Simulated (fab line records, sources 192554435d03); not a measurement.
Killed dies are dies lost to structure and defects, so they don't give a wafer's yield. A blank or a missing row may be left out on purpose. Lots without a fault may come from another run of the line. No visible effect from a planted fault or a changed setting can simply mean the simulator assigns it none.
The same fault as seen by 3 desks / flow n5Finfet / each desk has only its own numbers; what lay behind them comes last

== THE METROLOGY DESK ==
Lot by lot, what the gauges showed, no matter which tool ran the lot: averages of those sampled wafers that carry a number. The brackets show how far a lot's mean lies from the usual mean; more than 4 standard deviations puts the lot out of limits, marked OUT.
Columns: A = cdNm at N5_BEOL_M5_CD_MEAS_28, usual 30.60 nm; B = V4_OVL at N5_BEOL_M5_OVL_MEAS_29, usual 0.2 nm
lot=L475; first seen here=day 8 05:59; A=30.69; B=0.8
lot=L481; first seen here=day 9 12:59; A=30.69; B=-0.3
lot=L483; first seen here=day 10 01:16; A=30.60; B=0.7
lot=L485; first seen here=day 10 07:58; A=30.54; B=0.1
lot=L484; first seen here=day 10 13:43; A=30.31; B=-0.4
lot=L488; first seen here=day 11 20:32; A=30.73; B=-0.0
lot=L498; first seen here=day 14 00:18; A=30.68; B=-0.3
This desk's verdict: no lot among the 7 shows anything out of limits.

== FOR THE TOOL OWNER'S DESK: rieDiel-02 ==
The tool's own readings at N5_BEOL_M5_ETCH_68 (etches SOC in N2/H2, target depth 80 nm, overetch 16 nm, time 120 s): means of the sampled wafers that have a number, for each lot that ran on this tool. The brackets show how far a lot's mean lies from the usual mean; more than 4 standard deviations puts the lot out of limits, marked OUT.
Columns: A = drypumpMotorCurrentA at N5_BEOL_M5_ETCH_68, usual 5.9 A; B = oesProductAu at N5_BEOL_M5_ETCH_68, usual 0.61 a.u.; C = rfVppV at N5_BEOL_M5_ETCH_68, usual 524.5 V; D = runLengthS at N5_BEOL_M5_ETCH_68, usual 143.3 s; E = showerheadPlenumPTorr at N5_BEOL_M5_ETCH_68, usual 2.56 Torr; F = throttleValvePct at N5_BEOL_M5_ETCH_68, usual 17.81 %
lot=L475; first seen here=day 8 06:11; A=5.8; B=0.58; C=524.6; D=143.4; E=2.56; F=17.84
lot=L481; first seen here=day 9 13:46; A=6.3; B=0.65; C=525.3; D=143.4; E=2.57; F=17.86
lot=L483; first seen here=day 10 01:37; A=5.8; B=0.64; C=524.0; D=140.5 (-6.1) OUT; E=2.57; F=17.72
lot=L485; first seen here=day 10 08:25; A=6.3; B=0.65; C=523.6; D=138.6 (-10) OUT; E=2.56; F=17.95
lot=L488; first seen here=day 11 20:44; A=6.3; B=0.66; C=524.2; D=134.4 (-20) OUT; E=2.55; F=17.97
lot=L498; first seen here=day 14 00:45; A=6.0; B=0.60; C=524.8; D=143.4; E=2.55; F=17.95
This desk finds L483, L485, L488 out of limits, L483 being first, at day 10 01:37 (runLengthS at N5_BEOL_M5_ETCH_68). L475, L481, L498 stayed within limits.

== THE DEFECT DESK ==
Per lot, the means of the sampled wafers with a number show what the inspections along the route counted. The brackets show how far a lot's mean lies from the usual mean; more than 4 standard deviations puts the lot out of limits, marked OUT.
Columns: A = rawDefectCount at N5_BEOL_M5_INSPECT_30, usual 410
lot=L475; first seen here=day 8 06:04; A=551
lot=L481; first seen here=day 9 13:04; A=473
lot=L483; first seen here=day 10 01:22; A=426
lot=L485; first seen here=day 10 08:03; A=332
lot=L484; first seen here=day 10 13:49; A=383
lot=L488; first seen here=day 11 20:37; A=414
lot=L498; first seen here=day 14 00:23; A=396
This desk's verdict: no lot among the 7 shows anything out of limits.

== TAKEN TOGETHER ==
An alarm could have come from the tool owner's desk at day 10 01:37, on L483, L485, L488.
Metrology desk: nothing out of limits seen.
Nothing the defect desk looked at was out of limits.
The metrology desk holds a record of L483, L485, L488, inside its limits.
The defect desk has L483, L485, L488 on record, within its limits.
N5_BEOL_M5_ETCH_68 was run on rieDiel-02 by each of the lots named.

== WHAT WAS PUT IN BY THE SIMULATOR ==
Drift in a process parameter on rieDiel-02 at N5_BEOL_M5_ETCH_68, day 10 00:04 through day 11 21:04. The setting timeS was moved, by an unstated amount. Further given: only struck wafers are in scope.
Struck lots among those shown: L483, L485, L488.
Hours from the fault's start to each desk's first reading out of limits: the tool owner's desk, 2.
